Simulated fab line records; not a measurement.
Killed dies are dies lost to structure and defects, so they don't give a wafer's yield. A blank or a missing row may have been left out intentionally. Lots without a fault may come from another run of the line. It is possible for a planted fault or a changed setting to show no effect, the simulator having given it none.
Comparing a struck lot with a sound one + flow nand_harc + 15 steps out of a route of 1159
Sound: these wafers, L492.1, L492.4, L492.5. Struck: wafer L494.5. (L494.2 of the same lot was not struck and is left out.) The cause comes at the end.
Order at every step that has rows: each side's tool, ch and its chambers, its first start. Under that, the readings that differ: sound wafers + struck wafers + difference of the means + sigmas: that difference in standard deviations of wafers without a fault.
alike: readings with means less than 2 such deviations apart, plus words and numbers identical on both sides. not compared: withheld readings, readings lacking a value on some wafer, bounds such as >300 that could conceal the same value, and numbers that have no deviation in the record and whose values overlap.
Wherever a step has rows on one side only, a row that says differs or no value, or a row with sigmas, the two part there. When numbers do not overlap yet have no deviation, they are printed without sigmas and do not part them. Lack of a reading on every wafer of one side parts them only where that side has two or more wafers.

first, 1 step without rows for these wafers: NHARC_A_CONTACT_DESCUM_13 (chemistry O2, time 3 s).
NHARC_A_CONTACT_ETCH_88: etches the open film in CF4, target depth 39 nm, time 65 s.
  sound on rie_diel-07 ch 1,3, day 18 22:22; struck on rie_diel-08 ch 2, day 19 05:22
| reading      | sound             | struck | difference | sigmas |
|--------------|-------------------|--------|------------|--------|
| rf_vpp_V (V) | 148.5 151.7 149.5 | 152.6  | +2.7       | +2     |
  alike: chamber_pressure_mTorr, drypump_motor_current_A, oes_product_au, showerhead_plenum_p_Torr, throttle_valve_pct
  not compared: rf_hours_counter_h
then, 2 steps without rows for these wafers: NHARC_A_CONTACT_ETCH_89 (etches the open film in N2/H2, target depth 260 nm, time 475.3 s); NHARC_A_CONTACT_ETCH_30 (etches the open film in CF4/CHF3, target depth 60.5 nm, time 30.2 s).
NHARC_A_CONTACT_ETCH_31: etches the open film in O2/COS, target depth 2000 nm, time 520 s.
  sound: rie_diel-07 ch 1,2,3; struck: rie_diel-08 ch 2
  alike: chamber_pressure_mTorr, drypump_motor_current_A, oes_product_au, rf_vpp_V, showerhead_plenum_p_Torr, throttle_valve_pct
  not compared: rf_hours_counter_h
then, 1 step without rows for these wafers: NHARC_A_CONTACT_ETCH_134 (etches the open film in C4F8/O2/Ar, time 140 s, target depth 700 nm).
NHARC_A_CONTACT_ETCH_135: etches the open film in C4F8/O2/Ar, time 132 s, target depth 1287 nm.
  sound on har_cap_etch-01 ch 0,1, day 18 23:29; struck on har_cap_etch-02 ch 0, day 19 06:37
  alike: chamber_pressure_mTorr
  not compared: rf_hours_counter_h
then, 3 steps without rows for these wafers: NHARC_A_CONTACT_ETCH_136 (etches the open film in C4F8/O2/Ar, time 132 s, target depth 1287 nm); NHARC_A_CONTACT_ETCH_137 (etches the open film in C4F8/O2/Ar, time 132 s, target depth 1287 nm); NHARC_A_CONTACT_ETCH_138 (etches the open film in C4F8/O2/Ar, time 132 s, target depth 1289 nm).
NHARC_A_CONTACT_ETCH_139: etches the open film in C4F8/O2/Ar, time 137 s, target depth 590 nm.
  sound on har_cap_etch-01 ch 0,1, day 19 00:00; struck on har_cap_etch-02 ch 0, day 19 07:07
  alike: chamber_pressure_mTorr
  not compared: rf_hours_counter_h
NHARC_A_CONTACT_ETCH_92: etches the open film in CH3F/O2, target depth 40 nm, time 85.7 s.
  sound on rie_diel-07 ch 0,2,3, day 19 00:24; struck on rie_diel-07 ch 3, day 19 07:32
  alike: chamber_pressure_mTorr, drypump_motor_current_A, oes_product_au, rf_vpp_V, showerhead_plenum_p_Torr, throttle_valve_pct
  not compared: rf_hours_counter_h
NHARC_A_CONTACT_ETCH_98: etches the open film in C4F6/O2, target depth 20 nm, time 10 s.
  sound on rie_diel-07 ch 1,2,3, day 19 00:30; struck on rie_diel-07 ch 0, day 19 07:40
| reading               | sound             | struck | difference | sigmas |
|-----------------------|-------------------|--------|------------|--------|
| oes_product_au (a.u.) | 0.949 0.953 0.956 | 0.730  | -0.223     | -11    |
  alike: chamber_pressure_mTorr, drypump_motor_current_A, rf_vpp_V, showerhead_plenum_p_Torr, throttle_valve_pct
  not compared: rf_hours_counter_h
NHARC_A_CONTACT_CD_MEAS_15:
  sound on cd_sem-02, day 19 00:35; struck on cd_sem-02, day 19 07:44
  alike: cd_nm
-- record jumps: 2 days between struck wafers' starts before vs after; left off in module A_CONTACT, resumes in module END, first step shown is number 1159 of the route --
NHARC_END_SORT_01:
  sound on prober-01 ch 0, day 21 02:13; struck on prober-01 ch 0, day 21 13:14
| reading         | sound    | struck | difference | sigmas |
|-----------------|----------|--------|------------|--------|
| killed_at_array | 36 46 33 | 673    | +635       | +58    |
| killed_dies     | 40 46 35 | 674    | +634       | +58    |
  alike: killed_at_other, killed_at_periphery, killed_open, killed_short

WHERE THEY PART
At NHARC_A_CONTACT_ETCH_88 first; at NHARC_END_SORT_01 last (within this record only).

WHY: whatever the simulator had introduced
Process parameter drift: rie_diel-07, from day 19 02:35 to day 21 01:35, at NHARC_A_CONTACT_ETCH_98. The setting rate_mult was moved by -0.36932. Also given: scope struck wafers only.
